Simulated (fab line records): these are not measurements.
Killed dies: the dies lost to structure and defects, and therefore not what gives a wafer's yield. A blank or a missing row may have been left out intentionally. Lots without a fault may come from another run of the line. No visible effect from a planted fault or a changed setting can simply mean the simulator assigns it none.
Lot-split experiment :: flow n5 finfet :: 21 wafers read from 7 lots, route of 1938 steps

THE SPLIT
At N5_BEOL_M9_PECVD_70 (deposits SiO2 from TEOS/O2, target thk 20 nm, time 22.7 s), the setting temp c was moved away from the recipe's 400 C on 6 of the 21 wafers read, by -3.2% to +4.1%. All remaining wafers had this setting at the recipe value.

The reading comes from the split's own step.

THE READING
SiO2_of_BEOL_M9_PECVD_70.thk nm (the simulator's own value, which no gauge read), in nm, at N5_BEOL_M9_PECVD_70 (deposits SiO2 from TEOS/O2, target thk 20 nm, time 22.7 s). There is no usual value for it anywhere in the file. Average 19.9 nm, standard deviation 0.27 nm, over the 15 wafers here run with the recipe.

wafer: L075.3
tool, chamber at the split: pecvd-01, 2
temp c as run, C: 400
against the recipe: recipe
SiO2_of_BEOL_M9_PECVD_70.thk nm, nm: 19.4
against lot-mates on the recipe: -

wafer: L075.5
tool, chamber at the split: pecvd-01, 1
temp c as run, C: 404.7
against the recipe: +1.2%
SiO2_of_BEOL_M9_PECVD_70.thk nm, nm: 19.4
against lot-mates on the recipe: -0.3

wafer: L075.6
tool, chamber at the split: pecvd-01, 2
temp c as run, C: 400
against the recipe: recipe
SiO2_of_BEOL_M9_PECVD_70.thk nm, nm: 20
against lot-mates on the recipe: -

wafer: L077.2
tool, chamber at the split: pecvd-04, 2
temp c as run, C: 387.4
against the recipe: -3.2%
SiO2_of_BEOL_M9_PECVD_70.thk nm, nm: 21.4
against lot-mates on the recipe: +1.5

wafer: L077.3
tool, chamber at the split: pecvd-04, 0
temp c as run, C: 400
against the recipe: recipe
SiO2_of_BEOL_M9_PECVD_70.thk nm, nm: 19.6
against lot-mates on the recipe: -

wafer: L077.6
tool, chamber at the split: pecvd-04, 2
temp c as run, C: 400
against the recipe: recipe
SiO2_of_BEOL_M9_PECVD_70.thk nm, nm: 20.2
against lot-mates on the recipe: -

wafer: L079.1
tool, chamber at the split: pecvd-02, 1
temp c as run, C: 400
against the recipe: recipe
SiO2_of_BEOL_M9_PECVD_70.thk nm, nm: 20
against lot-mates on the recipe: -

wafer: L079.6
tool, chamber at the split: pecvd-02, 1
temp c as run, C: 400
against the recipe: recipe
SiO2_of_BEOL_M9_PECVD_70.thk nm, nm: 20
against lot-mates on the recipe: -

wafer: L079.3
tool, chamber at the split: pecvd-02, 2
temp c as run, C: 400
against the recipe: recipe
SiO2_of_BEOL_M9_PECVD_70.thk nm, nm: 19.8
against lot-mates on the recipe: -

wafer: L085.2
tool, chamber at the split: pecvd-01, 1
temp c as run, C: 416
against the recipe: +4.0%
SiO2_of_BEOL_M9_PECVD_70.thk nm, nm: 17.2
against lot-mates on the recipe: -2.4

wafer: L085.5
tool, chamber at the split: pecvd-01, 1
temp c as run, C: 400
against the recipe: recipe
SiO2_of_BEOL_M9_PECVD_70.thk nm, nm: 19.6
against lot-mates on the recipe: -

wafer: L085.6
tool, chamber at the split: pecvd-01, 2
temp c as run, C: 416
against the recipe: +4.0%
SiO2_of_BEOL_M9_PECVD_70.thk nm, nm: 18
against lot-mates on the recipe: -1.6

wafer: L089.3
tool, chamber at the split: pecvd-01, 2
temp c as run, C: 400
against the recipe: recipe
SiO2_of_BEOL_M9_PECVD_70.thk nm, nm: 19.6
against lot-mates on the recipe: -

wafer: L089.4
tool, chamber at the split: pecvd-01, 0
temp c as run, C: 416.5
against the recipe: +4.1%
SiO2_of_BEOL_M9_PECVD_70.thk nm, nm: 18
against lot-mates on the recipe: -1.6

wafer: L089.6
tool, chamber at the split: pecvd-01, 1
temp c as run, C: 416.5
against the recipe: +4.1%
SiO2_of_BEOL_M9_PECVD_70.thk nm, nm: 17.6
against lot-mates on the recipe: -2.0

wafer: L091.1
tool, chamber at the split: pecvd-01, 0
temp c as run, C: 400
against the recipe: recipe
SiO2_of_BEOL_M9_PECVD_70.thk nm, nm: 20
against lot-mates on the recipe: -

wafer: L091.4
tool, chamber at the split: pecvd-01, 0,2
temp c as run, C: 400
against the recipe: recipe
SiO2_of_BEOL_M9_PECVD_70.thk nm, nm: 20.2
against lot-mates on the recipe: -

wafer: L091.6
tool, chamber at the split: pecvd-01, 0,2
temp c as run, C: 400
against the recipe: recipe
SiO2_of_BEOL_M9_PECVD_70.thk nm, nm: 20.2
against lot-mates on the recipe: -

wafer: L096.1
tool, chamber at the split: pecvd-02, 0
temp c as run, C: 400
against the recipe: recipe
SiO2_of_BEOL_M9_PECVD_70.thk nm, nm: 19.6
against lot-mates on the recipe: -

wafer: L096.5
tool, chamber at the split: pecvd-02, 2,1
temp c as run, C: 400
against the recipe: recipe
SiO2_of_BEOL_M9_PECVD_70.thk nm, nm: 20.2
against lot-mates on the recipe: -

wafer: L096.6
tool, chamber at the split: pecvd-02, 2,1
temp c as run, C: 400
against the recipe: recipe
SiO2_of_BEOL_M9_PECVD_70.thk nm, nm: 20.2
against lot-mates on the recipe: -
Where a row lists several chambers, the file gives one row for several wafers and doesn't say which wafer went through which chamber.

FIT RESULTS
A straight line over all 21 wafers: SiO2_of_BEOL_M9_PECVD_70.thk nm changes by -0.529 nm for each +1% of temp c; r = -0.96; the points scatter about the line by 0.29 nm.
The same after taking each lot's own level away (the mean of its wafers on the recipe; 21 wafers): -0.467 nm for each +1%; r = -0.96; scatter 0.25 nm.
That fit puts the effect of the largest move of temp c on the reading at 1.9 nm.
Measured against the standard deviation above, the lots' own levels, which go from 19.60 to 20.13 nm, span 2.0 times it.
So the slope is not independent of the lot-to-lot level: the two fits are not the same.
Check: -2 nm against its lot-mates is what the line predicts for one of the wafers moved furthest among these (+4.1%) when that wafer is left out of the fit. Against them it came out at -1.6 nm.

FURTHER SPLITS ON THESE WAFERS
Other splits were also applied to these wafers ahead of the reading. Each is held against what the fit with the lots' levels taken away leaves over:
other split on the same wafers: N5_BEOL_M2_ETCH_69 bias w
wafers away from the commonest value: 12
r with SiO2_of_BEOL_M9_PECVD_70.thk nm (lot level and that fit taken away): +0.13

other split on the same wafers: N5_BEOL_M3_COAT_76 spin rpm
wafers away from the commonest value: 4
r with SiO2_of_BEOL_M9_PECVD_70.thk nm (lot level and that fit taken away): -0.22

other split on the same wafers: N5_BEOL_M3_COAT_22 spin rpm
wafers away from the commonest value: 7
r with SiO2_of_BEOL_M9_PECVD_70.thk nm (lot level and that fit taken away): -0.05

other split on the same wafers: N5_BEOL_M4_COAT_05 spin rpm
wafers away from the commonest value: 6
r with SiO2_of_BEOL_M9_PECVD_70.thk nm (lot level and that fit taken away): +0.00

other split on the same wafers: N5_BEOL_M4_DESCUM_16 time s
wafers away from the commonest value: 1
r with SiO2_of_BEOL_M9_PECVD_70.thk nm (lot level and that fit taken away): +0.14

other split on the same wafers: N5_BEOL_M6_TRENCH_ETCH_37 bias w
wafers away from the commonest value: 4
r with SiO2_of_BEOL_M9_PECVD_70.thk nm (lot level and that fit taken away): -0.01

other split on the same wafers: N5_BEOL_M6_ALD_77 co reactant pulse time s
wafers away from the commonest value: 9
r with SiO2_of_BEOL_M9_PECVD_70.thk nm (lot level and that fit taken away): +0.31

other split on the same wafers: N5_BEOL_M7_VIA_ETCH_34 time s
wafers away from the commonest value: 6
r with SiO2_of_BEOL_M9_PECVD_70.thk nm (lot level and that fit taken away): +0.25

other split on the same wafers: N5_BEOL_M7_ETCH_41 source w
wafers away from the commonest value: 8
r with SiO2_of_BEOL_M9_PECVD_70.thk nm (lot level and that fit taken away): -0.08

THE FILE'S OWN FIT
SiO2_of_BEOL_M9_PECVD_70.thk nm changes by -0.463 nm for each +1% of temp c, r = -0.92.
